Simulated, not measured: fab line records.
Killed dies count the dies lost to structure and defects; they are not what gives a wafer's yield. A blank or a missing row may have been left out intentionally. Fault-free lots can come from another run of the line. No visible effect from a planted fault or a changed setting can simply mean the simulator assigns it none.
fab line records + flow n5_finfet
[record]
- lots = 7
- wafers = 19
- last_day = 18
route steps=1938 shown BEOL_M7@1317 PASSIVATION@1936
lots that met no fault: taken from a fault-free run of the same line
start_h: the number of hours between the record's first day and the start of the first shown wafer of the lot + wait_h: hours from the lot's prior step to this one + " repeats the value in the row above + L1.1+2: a row that stands for several wafers + - value missing, or start not given + * or withheld: withheld + < > ~ a bound
route shown NAME@n: a module of which the file shows steps, and the number in the route of the first + usual: mean and standard deviation over wafers with no fault + same: alike in all rows + chamber/n: place in a boat + sites: each site's reading + _std_site: standard deviation across them + _edge_site: inner sites' mean taken away from outer sites' mean + radius_mm: for every site, how far away it sits from the centre of the wafer + mask NAME#n: copy n + behind: the most recent tool/chamber to have shaped the wafer + hold: what put the lot on hold/how long, in hours/how the hold closed + device: which transistor (n, p or np) failed to switch + end of line: the tests these same wafers got at the end of their route + a step without rows: its recipe alone + killed: dies lost to structure and defects at the first sort, not the wafer's yield + map: a wafer's dies, x killed, . not, _ none there
set.NAME: the setting the step ran with; set.NAME@STEP: the setting that earlier step ran with + model.NAME: the simulator's own value behind a step, which no gauge read
certain route steps with their lots: each step a table, each wafer a row
services: when a tool's chamber went out of use (start_h, in hours from the record's first day, below 0 if earlier), for how many hours, and the reason
[[steps]]
[step N5_BEOL_M7_CURE_75]
[recipe]
- temp_c = 370
- time_s = 120
- ambient = DMADMS/He
- material = SiCOH_lowk
[usual]
- lamp_power_pct = 52.31/0.054
- wafer_temp_C_max = 371.9/0.75
[same]
- time_s = 120
| lot.wafer | tool       | chamber | start_h | wait_h | lamp_power_pct | wafer_temp_C_max |
|-----------|------------|---------|---------|--------|----------------|------------------|
| L786.3    | uv_cure-01 | 1       | 207.44  | 0.1    | 52.35          | 370.8            |
| L786.5    | "          | 1       | "       | "      | 52.35          | 371.1            |
| L786.6    | "          | 1       | "       | "      | 52.36          | 371.4            |
| L792.1    | uv_cure-01 | 1       | 251.95  | 0.0    | 52.32          | 370.8            |
| L792.3    | "          | 1       | "       | "      | 52.31          | 371.0            |
| L793.2    | uv_cure-02 | 2       | 265.18  | 0.1    | 52.45          | 371.8            |
| L793.3    | "          | 2       | "       | "      | 52.38          | 371.4            |
| L794.1    | uv_cure-01 | 1       | 274.24  | 0.0    | 52.28          | 371.1            |
| L794.3    | "          | 1       | "       | "      | 52.32          | 371.2            |
| L794.5    | "          | 1       | "       | "      | 52.32          | 370.8            |
| L799.2    | uv_cure-03 | 2       | 286.32  | 0.1    | 52.30          | 372.4            |
| L799.3    | "          | 2       | "       | "      | 52.31          | 372.1            |
| L799.4    | "          | 2       | "       | "      | 52.36          | 372.3            |
| L803.1    | uv_cure-03 | 1       | 334.87  | 0.0    | 52.38          | 372.3            |
| L803.2    | "          | 1       | "       | "      | 52.26          | 372.0            |
| L803.3    | "          | 1       | "       | "      | 52.27          | 372.2            |
| L806.2    | uv_cure-02 | 1       | 358.33  | 0.1    | 52.32          | 372.0            |
| L806.4    | "          | 1       | "       | "      | 52.26          | 372.4            |
| L806.5    | "          | 1       | "       | "      | 52.21          | 373.4            |
[step N5_BEOL_M7_DEGAS_44]
[recipe]
- ambient = vacuum
- temp_c = 250
- time_s = 60
[step N5_BEOL_M7_PRE_CLEAN_45]
[recipe]
- gas = H2/He
- time_s = 30
- temp_c = 250
[step N5_BEOL_M7_ALD_77]
[recipe]
- material = TaN
- target_thk_a = 20
- temp_c = 275
- ald_precursor_family = PDMAT
- ald_co_reactant = NH3
- pressure_torr = 3
- carrier_flow_sccm = 1500
- pulse_time_s = 2
- purge_time_s = 3
- co_reactant_purge_time_s = 2
- co_reactant_pulse_time_s = 3
- ald_cycles = 40
- precursor_vessel_temp_c = 75
- precursor_vessel_pressure_torr = 26.25
- precursor_vessel_carrier_sccm = 1000
[usual]
- heater_power_w = 415/44
| lot.wafer | tool         | chamber | start_h | wait_h | heater_power_w |
|-----------|--------------|---------|---------|--------|----------------|
| L786.3    | ald_metal-03 | 0       | 209.74  | 0.0    | 394            |
| L786.5    | "            | 0       | "       | "      | 392            |
| L786.6    | "            | 3       | "       | "      | 399            |
| L792.1    | ald_metal-04 | 3       | 252.38  | 0.0    | 362            |
| L792.3    | "            | 0       | "       | "      | 463            |
| L793.2    | ald_metal-02 | 0       | 269.75  | 0.0    | 477            |
| L793.3    | "            | 1       | "       | "      | 400            |
| L794.1    | ald_metal-04 | 2       | 274.68  | 0.0    | 445            |
| L794.3    | "            | 1       | "       | "      | 444            |
| L794.5    | "            | 3       | "       | "      | 363            |
| L799.2    | ald_metal-03 | 2       | 287.43  | 0.0    | 449            |
| L799.3    | "            | 1       | "       | "      | 443            |
| L799.4    | "            | 3       | "       | "      | 407            |
| L803.1    | ald_metal-04 | 3       | 335.39  | 0.0    | 363            |
| L803.2    | "            | 0       | "       | "      | 465            |
| L803.3    | "            | 2       | "       | "      | 448            |
| L806.2    | ald_metal-04 | 2       | 359.17  | 0.0    | 478            |
| L806.4    | "            | 1       | "       | "      | 446            |
| L806.5    | "            | 1       | "       | "      | 442            |
[step N5_BEOL_M7_SURFACE_TREAT_79]
[recipe]
- gas = Ar
- time_s = *
- ion_energy_ev = *
- ion_current_ma_cm2 = 0.5
- pressure_mtorr = *
- ar_flow_sccm = 30
[usual]
- throttle_valve_pct = *
[same]
- time_s = *
| lot.wafer | tool           | chamber | start_h | wait_h | throttle_valve_pct |
|-----------|----------------|---------|---------|--------|--------------------|
| L786.3    | pvd_sputter-01 | -       | 210.12  | 0.2    | *                  |
| L786.5    | "              | -       | "       | "      | *                  |
| L786.6    | "              | -       | "       | "      | *                  |
| L792.1    | pvd_sputter-03 | -       | 252.67  | 0.2    | *                  |
| L792.3    | "              | -       | "       | "      | *                  |
| L793.2    | pvd_sputter-02 | -       | 270.05  | 0.2    | *                  |
| L793.3    | "              | -       | "       | "      | *                  |
| L794.1    | pvd_sputter-03 | -       | 274.98  | 0.2    | *                  |
| L794.3    | "              | -       | "       | "      | *                  |
| L794.5    | "              | -       | "       | "      | *                  |
| L799.2    | pvd_sputter-02 | -       | 287.75  | 0.2    | *                  |
| L799.3    | "              | -       | "       | "      | *                  |
| L799.4    | "              | -       | "       | "      | *                  |
| L803.1    | pvd_sputter-01 | -       | 335.74  | 0.2    | *                  |
| L803.2    | "              | -       | "       | "      | *                  |
| L803.3    | "              | -       | "       | "      | *                  |
| L806.2    | pvd_sputter-02 | -       | 359.49  | 0.2    | *                  |
| L806.4    | "              | -       | "       | "      | *                  |
| L806.5    | "              | -       | "       | "      | *                  |
[step N5_BEOL_M7_CVD_78]
[recipe]
- material = Co
- target_thk_a = 20
- temp_c = withheld
- precursor = CCTBA/H2
- pressure_torr = 30
- time_s = 142.3
[step N5_BEOL_M7_SPUTTER_48]
[recipe]
- material = Cu
- target_thk_a = 100
- temp_c = -20
- bias_v = 60
- power_w = 26000
- chamber_pressure_pa = 0.13
- time_s = 1.667
[usual]
- throttle_valve_pct = 29.4/1.3
[same]
- time_s = 1.667
| lot.wafer | tool           | chamber | start_h | wait_h | throttle_valve_pct |
|-----------|----------------|---------|---------|--------|--------------------|
| L786.3    | pvd_sputter-01 | -       | 210.48  | 0.1    | 29.6               |
| L786.5    | "              | -       | "       | "      | 28.7               |
| L786.6    | "              | -       | "       | "      | 29.6               |
| L792.1    | pvd_sputter-03 | -       | 256.39  | 3.4    | 30.7               |
| L792.3    | "              | -       | "       | "      | 28.2               |
| L793.2    | pvd_sputter-02 | -       | 270.23  | 0.1    | 29.7               |
| L793.3    | "              | -       | "       | "      | 31.2               |
| L794.1    | pvd_sputter-02 | -       | 275.19  | 0.1    | 29.9               |
| L794.3    | "              | -       | "       | "      | 29.5               |
| L794.5    | "              | -       | "       | "      | 30.1               |
| L799.2    | pvd_sputter-01 | -       | 288.02  | 0.1    | 31.4               |
| L799.3    | "              | -       | "       | "      | 29.7               |
| L799.4    | "              | -       | "       | "      | 28.2               |
| L803.1    | pvd_sputter-03 | -       | 337.55  | 1.5    | 28.1               |
| L803.2    | "              | -       | "       | "      | 30.8               |
| L803.3    | "              | -       | "       | "      | 29.2               |
| L806.2    | pvd_sputter-03 | -       | 360.07  | 0.3    | 27.4               |
| L806.4    | "              | -       | "       | "      | 30.8               |
| L806.5    | "              | -       | "       | "      | 30.8               |
[step N5_BEOL_M7_ECD_50]
[recipe]
- material = Cu
- target_thk_a = 3000
[step N5_BEOL_M7_ANNEAL_51]
[recipe]
- temp_c = 225
- time_s = 90
- ambient = N2
[step N5_BEOL_M7_CMP_52]
[recipe]
- stop_on = SiCOH_lowk
- t_overpolish_s = 6.9
- down_force_psi = 1
- platen_rpm = 50
- clearing_platen_down_force_psi = 1.5
- clearing_platen_rpm = 50
- post_cmp_clean = cu_alkaline
- target_thk_nm = 80
- clearing_platen_pad_velocity_m_s = 0.99484
- pad_velocity_m_s = 0.99484
[usual]
- barrier_field_endpoint_s = 28.8/0.77
- motor_current_A = 5.9/0.7
- overpolish_run_s = 6.901/0.0082
- time_to_endpoint_s = 63/3.8
| lot.wafer | tool   | chamber | start_h | wait_h | barrier_field_endpoint_s | motor_current_A | overpolish_run_s | time_to_endpoint_s |
|-----------|--------|---------|---------|--------|--------------------------|-----------------|------------------|--------------------|
| L786.3    | cmp-02 | 2       | 210.99  | 0.2    | 29.1                     | 7.0             | 6.898            | 66                 |
| L786.5    | "      | 2       | "       | "      | 29.9                     | 6.7             | 6.906            | 65                 |
| L786.6    | "      | 3       | "       | "      | 29.9                     | 7.1             | 6.912            | 68                 |
| L792.3    | cmp-01 | 0       | 256.90  | 0.2    | 29.0                     | 5.8             | 6.902            | 66                 |
| L792.1    | "      | 3       | "       | "      | 27.5                     | 5.9             | 6.898            | 60                 |
| L793.2    | cmp-01 | 3       | 270.85  | 0.2    | 27.0                     | 6.0             | 6.895            | 63                 |
| L793.3    | "      | 1       | "       | "      | 28.5                     | 5.0             | 6.916            | 64                 |
| L794.3    | cmp-01 | 1       | 276.13  | 0.2    | 28.7                     | 5.1             | 6.896            | 61                 |
| L794.1    | "      | 2       | "       | "      | 29.3                     | 6.2             | 6.889            | 69                 |
| L794.5    | "      | 2       | "       | "      | 28.8                     | 6.6             | 6.892            | 63                 |
| L799.2    | cmp-03 | 0       | 288.53  | 0.2    | 27.6                     | 6.3             | 6.912            | 57                 |
| L799.4    | "      | 1       | "       | "      | 28.5                     | 5.1             | 6.888            | 63                 |
| L799.3    | "      | 3       | "       | "      | 28.1                     | 5.4             | 6.894            | 63                 |
| L803.3    | cmp-03 | 0       | 338.17  | 0.2    | 27.8                     | 6.1             | 6.905            | 56                 |
| L803.2    | "      | 1       | "       | "      | 28.1                     | 5.0             | 6.886            | 57                 |
| L803.1    | "      | 3       | "       | "      | 27.9                     | 5.4             | 6.900            | 57                 |
| L806.4    | cmp-01 | 3       | 360.58  | 0.1    | 29.6                     | 6.0             | 6.892            | 64                 |
| L806.2    | "      | 1       | "       | "      | 28.6                     | 5.1             | 6.887            | 62                 |
| L806.5    | "      | 3       | "       | "      | 29.3                     | 6.1             | 6.910            | 64                 |
[step N5_BEOL_M7_THK_MEAS_53]
[recipe]
- thk_meas_gauge = xrf
- reads = Cu_of_BEOL_M7_ECD_50
[usual]
- M7_THK = 79.1/2.3
| lot.wafer | tool          | chamber | start_h | wait_h | M7_THK[nm] |
|-----------|---------------|---------|---------|--------|------------|
| L786.3    | film_metro-02 | -       | 211.28  | -      | 81.3       |
| L786.5    | "             | -       | "       | "      | 82.4       |
| L786.6    | "             | -       | "       | "      | 81.4       |
| L792.1    | film_metro-01 | -       | 257.20  | -      | 75.9       |
| L792.3    | "             | -       | "       | "      | 78.8       |
| L793.2    | film_metro-02 | -       | 271.14  | -      | 78.0       |
| L793.3    | "             | -       | "       | "      | 79.0       |
| L794.1    | film_metro-02 | -       | 276.43  | -      | 75.0       |
| L794.3    | "             | -       | "       | "      | 78.8       |
| L794.5    | "             | -       | "       | "      | 79.0       |
| L799.2    | film_metro-01 | -       | 288.83  | -      | 76.6       |
| L799.3    | "             | -       | "       | "      | 77.1       |
| L799.4    | "             | -       | "       | "      | 79.4       |
| L803.1    | film_metro-01 | -       | 338.46  | -      | 80.8       |
| L803.2    | "             | -       | "       | "      | 80.1       |
| L803.3    | "             | -       | "       | "      | 79.0       |
| L806.2    | film_metro-02 | -       | 360.88  | -      | 78.1       |
| L806.4    | "             | -       | "       | "      | 79.2       |
| L806.5    | "             | -       | "       | "      | 77.1       |
[step N5_BEOL_M7_PRE_CLEAN_55]
[recipe]
- gas = NH3
- time_s = 15
- temp_c = withheld
- rf_power_w = 300
[step N5_BEOL_M7_DEP_56]
[recipe]
- material = SiCN
- target_thk_a = 100
- temp_c = withheld
- precursor = 3MS/NH3
- pressure_torr = 3
- rf_w = 202
- time_s = 17.5
[usual]
- showerhead_plenum_p_Torr = 3.660/0.0066
- throttle_valve_pct = 8.8/0.46
| lot.wafer | tool     | chamber | start_h | wait_h | showerhead_plenum_p_Torr | throttle_valve_pct | model.SiCN_of_BEOL_M7_DEP_56.thk_nm |
|-----------|----------|---------|---------|--------|--------------------------|--------------------|-------------------------------------|
| L786.3    | pecvd-03 | 0       | 211.37  | 0.0    | 3.656                    | 9.3                | 10                                  |
| L786.5    | "        | 1       | "       | "      | 3.656                    | 8.8                | 10.2                                |
| L786.6    | "        | 0       | "       | "      | 3.656                    | 9.4                | 10.2                                |
| L792.1    | pecvd-03 | 2       | 257.27  | 0.0    | 3.649                    | 8.0                | 10                                  |
| L792.3    | "        | 2       | "       | "      | 3.654                    | 8.0                | 17.2                                |
| L793.2    | pecvd-03 | 1       | 271.20  | 0.0    | 3.667                    | 9.1                | 17                                  |
| L793.3    | "        | 2       | "       | "      | 3.652                    | 7.9                | 16.8                                |
| L794.1    | pecvd-03 | 0       | 276.49  | 0.0    | 3.656                    | 9.4                | 10                                  |
| L794.3    | "        | 1       | "       | "      | 3.667                    | 8.8                | 16.8                                |
| L794.5    | "        | 2       | "       | "      | 3.645                    | 8.0                | 10                                  |
| L799.2    | pecvd-04 | 2       | 288.89  | 0.0    | 3.654                    | 8.5                | 9.8                                 |
| L799.3    | "        | 1       | "       | "      | 3.663                    | 8.9                | 9.8                                 |
| L799.4    | "        | 2       | "       | "      | 3.671                    | 8.3                | 10.2                                |
| L803.1    | pecvd-02 | 2       | 338.52  | 0.0    | 3.663                    | 8.6                | 10                                  |
| L803.2    | "        | 1       | "       | "      | 3.657                    | 9.2                | 9.8                                 |
| L803.3    | "        | 0       | "       | "      | 3.668                    | 9.1                | 9.8                                 |
| L806.2    | pecvd-03 | 0       | 360.94  | 0.0    | 3.658                    | 10.0               | 10                                  |
| L806.4    | "        | 0       | "       | "      | 3.650                    | 9.7                | 10                                  |
| L806.5    | "        | 1       | "       | "      | 3.661                    | 8.9                | 10                                  |
[step N5_BEOL_M7_RS_MEAS_57]
[recipe]
- thk_meas_gauge = four-point-probe
- reads = Cu_of_BEOL_M7_ECD_50+Co_of_BEOL_M7_CVD_78+TaN_of_BEOL_M7_ALD_77
[usual]
- M7_RS = 0.285/0.0095
| lot.wafer | tool          | chamber | start_h | wait_h | M7_RS[ohm/sq] |
|-----------|---------------|---------|---------|--------|---------------|
| L786.3    | film_metro-02 | -       | 211.44  | 0.1    | 0.273         |
| L786.5    | "             | -       | "       | "      | 0.270         |
| L786.6    | "             | -       | "       | "      | 0.275         |
| L792.1    | film_metro-01 | -       | 257.36  | 0.1    | 0.299         |
| L792.3    | "             | -       | "       | "      | 0.285         |
| L793.2    | film_metro-02 | -       | 271.27  | 0.1    | 0.288         |
| L793.3    | "             | -       | "       | "      | 0.285         |
| L794.1    | film_metro-01 | -       | 276.56  | 0.1    | 0.302         |
| L794.3    | "             | -       | "       | "      | 0.285         |
| L794.5    | "             | -       | "       | "      | 0.287         |
| L799.2    | film_metro-02 | -       | 288.96  | 0.1    | 0.296         |
| L799.3    | "             | -       | "       | "      | 0.290         |
| L799.4    | "             | -       | "       | "      | 0.282         |
| L803.1    | film_metro-01 | -       | 338.59  | 0.1    | 0.277         |
| L803.2    | "             | -       | "       | "      | 0.282         |
| L803.3    | "             | -       | "       | "      | 0.286         |
| L806.2    | film_metro-02 | -       | 361.01  | 0.1    | 0.287         |
| L806.4    | "             | -       | "       | "      | 0.282         |
| L806.5    | "             | -       | "       | "      | 0.290         |
[step N5_PASSIVATION_PROBE_49]
[usual]
- defect_limited_yield = 91.0/1.3
- killed_at_M0_to_M3 = 33/10
- killed_at_M4_up = 14/5.6
- killed_at_contacts = 12/5.8
- killed_at_front_end = 43/11
- killed_at_other = 4.1/2.8
- killed_dies = 106/15
- killed_open = 70/12
- killed_short = 34/7.5
- sort_bin_5_function = 5.3/0.88
- sort_bin_6_memory = 3.3/0.64
- sort_bin_8_speed = 0.00/0.016
- sort_n_pass = 1074/15
- sort_yield_pct = 91.0/1.3
[same]
- gross_dies = 1180
- killed_at_back_side = 0
- sort_bin_4_leakage[%] = 0
| lot.wafer | tool      | chamber | start_h | wait_h | defect_limited_yield[%] | killed_at_M0_to_M3 | killed_at_M4_up | killed_at_contacts | killed_at_front_end | killed_at_other | killed_dies | killed_open | killed_short | sort_bin_5_function[%] | sort_bin_6_memory[%] | sort_bin_8_speed[%] | sort_n_pass | sort_yield_pct[%] |
|-----------|-----------|---------|---------|--------|-------------------------|--------------------|-----------------|--------------------|---------------------|-----------------|-------------|-------------|--------------|------------------------|----------------------|---------------------|-------------|-------------------|
| L792.3    | prober-02 | -       | 338.46  | 0.1    | 89.6                    | 52                 | 9               | 4                  | 51                  | 7               | 123         | 86          | 37           | 6.7                    | 3.5                  | 0                   | 1057        | 89.6              |
| L799.2    | prober-01 | -       | 368.00  | 0.1    | 91.7                    | 36                 | 5               | 25                 | 26                  | 6               | 98          | 63          | 35           | 5.3                    | 2.5                  | 0                   | 1082        | 91.7              |
// killed by level:class
L792.3 BEOL_M0_SAQP:geometric_particle:open=14 FIN_SAQP:geometric_particle:open=13 DUMMY_GATE:geometric_particle:open=12 BEOL_M3:geometric_particle:open=11 DUMMY_GATE:geometric_particle:short=8 BEOL_M2:geometric_particle:open=8 BEOL_M0_SAQP:geometric_particle:short=7 BEOL_M3:geometric_particle:short=5
L799.2 MOL_CONTACT_COAG:geometric_particle:open=18 FIN_SAQP:geometric_particle:open=8 MOL_CONTACT_COAG:geometric_particle:short=7 BEOL_M1:geometric_particle:open=7 BEOL_M2:geometric_particle:open=7 BEOL_M0_SAQP:geometric_particle:short=6 FIN_SAQP:geometric_particle:short=4 GATE_CUT:geometric_particle:short=4
[[services]]
| tool           | chamber | start_h | hours | kind   |
|----------------|---------|---------|-------|--------|
| uv_cure-01     | -       | 185.57  | 2.5   | repair |
| cmp-01         | -       | 188.53  | 14.5  | pm     |
| cmp-03         | -       | 212.39  | 4.0   | pm     |
| ald_metal-04   | -       | 215.31  | 0.4   | repair |
| cmp-03         | -       | 216.39  | 6.0   | pm     |
| cmp-01         | -       | 229.65  | 3.2   | repair |
| pecvd-03       | 0       | 230.99  | 13.4  | repair |
| cmp-03         | -       | 236.60  | 1.6   | repair |
| cmp-01         | -       | 238.96  | 0.3   | repair |
| uv_cure-02     | -       | 267.70  | 6.0   | pm     |
| uv_cure-03     | -       | 272.78  | 7.5   | pm     |
| cmp-03         | -       | 273.17  | 2.1   | repair |
| uv_cure-03     | -       | 284.29  | 0.6   | repair |
| uv_cure-01     | -       | 284.76  | 2.1   | pm     |
| pvd_sputter-02 | -       | 302.85  | 7.1   | repair |
| cmp-03         | -       | 303.06  | 0.2   | repair |
| cmp-01         | -       | 320.16  | 4.0   | pm     |
| pvd_sputter-01 | -       | 320.59  | 12.8  | repair |
| ald_metal-04   | 1       | 323.35  | 26.0  | repair |
| cmp-01         | -       | 328.86  | 4.3   | repair |
| pecvd-03       | 2       | 336.06  | 4.2   | repair |
| uv_cure-02     | -       | 346.01  | 2.8   | pm     |
| uv_cure-01     | -       | 350.32  | 7.5   | pm     |
| cmp-01         | -       | 353.26  | 6.0   | pm     |
[[key]]
first_sign none at tools or gauges
[model_effect]
- step = N5_BEOL_M7_DEP_56
- value = SiCN_of_BEOL_M7_DEP_56.thk_nm
- without = 10.1
- struck = 16.95
met_at N5_BEOL_M7_DEP_56
struck_wafers L792.3,L793.2,L793.3,L794.3
onset_between 211.37 257.27
[fault]
- kind = process_parameter_drift
- tool = pecvd-03
- chamber = -
- onset_h = 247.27
- steps = N5_BEOL_M7_DEP_56
- channel = time_s
- offset = *
- shape = step
- end_h = 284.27
- scope = struck_wafers_only
- acts_in = *
- stated = *
